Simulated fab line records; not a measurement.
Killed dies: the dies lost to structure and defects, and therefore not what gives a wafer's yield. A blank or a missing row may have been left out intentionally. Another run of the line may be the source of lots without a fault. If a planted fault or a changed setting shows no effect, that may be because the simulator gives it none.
Matching of chambers :: flow nand_harc :: rie_diel-01 running NHARC_A_WL_FILL_STRIP_29: 4 sister chambers
The step strips in O2, time 20 s. 4 wafers are shown with their chamber, then 9 later ones without.

WAFERS PAIRED WITH THEIR CHAMBERS
wafer: L086.3
chamber: 0
drypump_motor_current_A (A): 6.06

wafer: L088.1
chamber: 1
drypump_motor_current_A (A): 5.89

wafer: L088.3
chamber: 2
drypump_motor_current_A (A): 6.37

wafer: L088.5
chamber: 3
drypump_motor_current_A (A): 5.77

WAFERS WITH NO CHAMBER GIVEN
wafer: L091.4
drypump_motor_current_A (A): 5.87

wafer: L091.5
drypump_motor_current_A (A): 5.77

wafer: L091.6
drypump_motor_current_A (A): 6.33

wafer: L096.1
drypump_motor_current_A (A): 6.10

wafer: L096.4
drypump_motor_current_A (A): 6.33

wafer: L096.6
drypump_motor_current_A (A): 5.78

wafer: L097.1
drypump_motor_current_A (A): 6.38

wafer: L097.3
drypump_motor_current_A (A): 5.77

wafer: L097.4
drypump_motor_current_A (A): 5.87

EACH ONE'S CHAMBER
wafer: L091.4
from the rows above: 1
in truth: 1

wafer: L091.5
from the rows above: 3
in truth: 3

wafer: L091.6
from the rows above: 2
in truth: 2

wafer: L096.1
from the rows above: 0
in truth: 0

wafer: L096.4
from the rows above: 2
in truth: 2

wafer: L096.6
from the rows above: 3
in truth: 3

wafer: L097.1
from the rows above: 2
in truth: 2

wafer: L097.3
from the rows above: 3
in truth: 3

wafer: L097.4
from the rows above: 1
in truth: 1
9 of 9 placed correctly. Can't be placed from these rows: 0. Wrongly placed: 0.
How it was worked out, from the rows above alone: a wafer's distance from a chamber is the root of the sum, over the readings, of the square of ((its reading less the chamber's mean) divided by the reading's scatter). The wafer belongs to the nearest chamber; if the next one is less than 2 further off, it can't be placed. For every chamber, the mean is computed from those of its wafers that are shown. The scatter: with one shown wafer a chamber, the root of the mean of the squares of how far each hidden wafer lies from its nearest shown one.
